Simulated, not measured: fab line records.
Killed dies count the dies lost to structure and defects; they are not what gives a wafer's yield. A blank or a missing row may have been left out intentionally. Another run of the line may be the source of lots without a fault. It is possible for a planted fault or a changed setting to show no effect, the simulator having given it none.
Split-lot trial -- flow n5 finfet -- route with 1938 steps; 7 lots, 21 wafers read

== ABOUT THE SPLIT ==
At N5_BEOL_M3_COAT_05 (resist thk 30 nm), the setting spin rpm was moved away from the recipe's 1500 rpm on 5 of the 21 wafers read, by -9.3% to +6.7%. For the rest of the wafers, this setting stayed at what the recipe calls for.

== FROM THE SPLIT TO THE READING: what the file shows between them, 3 steps ==
- N5_BEOL_M3_EBR_07
- N5_BEOL_M3_SOFTBAKE_06: time 60 s
- N5_BEOL_M3_DESCUM_16: chemistry O2, time 7 s

== THE READING ==
CAR-EUV_of_BEOL_M3_COAT_05.thk nm (the simulator's own value, which no gauge read), in nm, at N5_BEOL_M3_ETCH_74 (etches underlayer in N2/H2, target depth 6.5 nm, time 5.2 s). No usual value for it is given in the file. Here, 16 wafers ran the recipe; their average is 20.4 nm with a standard deviation of 0.066 nm.

wafer,"tool, chamber at the split","spin rpm as run, rpm",against the recipe,"CAR-EUV_of_BEOL_M3_COAT_05.thk nm, nm",against lot-mates on the recipe
L078.1,"litho track-02, 0",1500,recipe,20.4,-
L078.2,"litho track-02, 0",1500,recipe,20.4,-
L078.5,"litho track-02, 0",1500,recipe,20.4,-
L080.2,"litho track-03, 0",1500,recipe,20.4,-
L080.4,"litho track-03, 0",1500,recipe,20.4,-
L080.3,"litho track-03, 0",1500,recipe,20.2,-
L081.1,"litho track-03, 0",1500,recipe,20.4,-
L081.2,"litho track-03, 0",1500,recipe,20.4,-
L081.4,"litho track-03, 0",1500,recipe,20.4,-
L082.1,"litho track-03, 0",1500,recipe,20.4,-
L082.2,"litho track-03, 0",1500,recipe,20.4,-
L082.5,"litho track-03, 0",1500,recipe,20.4,-
L087.2,"litho track-02, 0",1500,recipe,20.2,-
L087.4,"litho track-02, 0",1601,+6.7%,19.4,-0.8
L087.5,"litho track-02, 0",1601,+6.7%,19.2,-1.0
L089.2,"litho track-03, 0",1500,recipe,20.4,-
L089.3,"litho track-03, 0",1451,-3.3%,20.8,+0.4
L089.5,"litho track-03, 0",1451,-3.3%,20.8,+0.4
L094.1,"litho track-02, 0",1360,-9.3%,22,+1.6
L094.2,"litho track-02, 0",1500,recipe,20.4,-
L094.6,"litho track-02, 0",1500,recipe,20.4,-

THE FIT
A straight line over all 21 wafers: CAR-EUV_of_BEOL_M3_COAT_05.thk nm changes by -0.163 nm for each +1% of spin rpm; r = -0.99; the points scatter about the line by 0.081 nm.
The same after taking each lot's own level away (the mean of its wafers on the recipe; 21 wafers): -0.149 nm for each +1%; r = -0.99; scatter 0.081 nm.
On that fit, the largest move of spin rpm shifts the reading by 1.4 nm.
The span of the lots' own levels, 20.20 to 20.40 nm, comes to 3.0 times the standard deviation stated above.
Consequently the slope shifts little with the lot-to-lot level, the two slopes agreeing.
Check: +1.22 nm against its lot-mates is what the line predicts for one of the wafers moved furthest among these (-9.3%) when that wafer is left out of the fit. Against them it came out at +1.6 nm.

== OTHER SPLITS ON THESE WAFERS ==
These wafers also went through other splits before the reading. Each is held against what the fit with the lots' levels taken away leaves over:
other split on the same wafers,wafers away from the commonest value,r with CAR-EUV_of_BEOL_M3_COAT_05.thk nm (lot level and that fit taken away)
N5_SDB_EXPOSE_08 dose mj,7,+0.20
N5_HKMG_FIN_PWFM_ALD_03 ald cycles,8,+0.02
N5_HKMG_FIN_COAT_06 spin rpm,8,-0.21
N5_BEOL_M0_SAQP_COAT_81 spin rpm,7,+0.34
N5_BEOL_M0_SAQP_DEVELOP_13 develop time s,9,-0.14
N5_BEOL_M0_TRENCH_ETCH_107 target depth a,8,+0.25

== THE WHOLE CHAIN: every reading that the file lists as answering this split, in the file's order ==
step,what it does,reading,change (the file's fit),r (the file's)
N5_BEOL_M3_COAT_05,resist thk 30 nm,"CAR-EUV_of_BEOL_M3_COAT_05.thk nm (the simulator's own value, which no gauge read)",-0.153 nm for each +1% of the setting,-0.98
N5_BEOL_M3_DESCUM_16,"chemistry O2, time 7 s","CAR-EUV_of_BEOL_M3_COAT_05.thk nm (the simulator's own value, which no gauge read)",-0.167 nm for each +1% of the setting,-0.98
N5_BEOL_M3_ETCH_74,"etches underlayer in N2/H2, target depth 6.5 nm, time 5.2 s","CAR-EUV_of_BEOL_M3_COAT_05.thk nm (the simulator's own value, which no gauge read)",-0.156 nm for each +1% of the setting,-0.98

== FILE'S OWN FIT ==
CAR-EUV_of_BEOL_M3_COAT_05.thk nm changes by -0.156 nm for each +1% of spin rpm, r = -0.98.
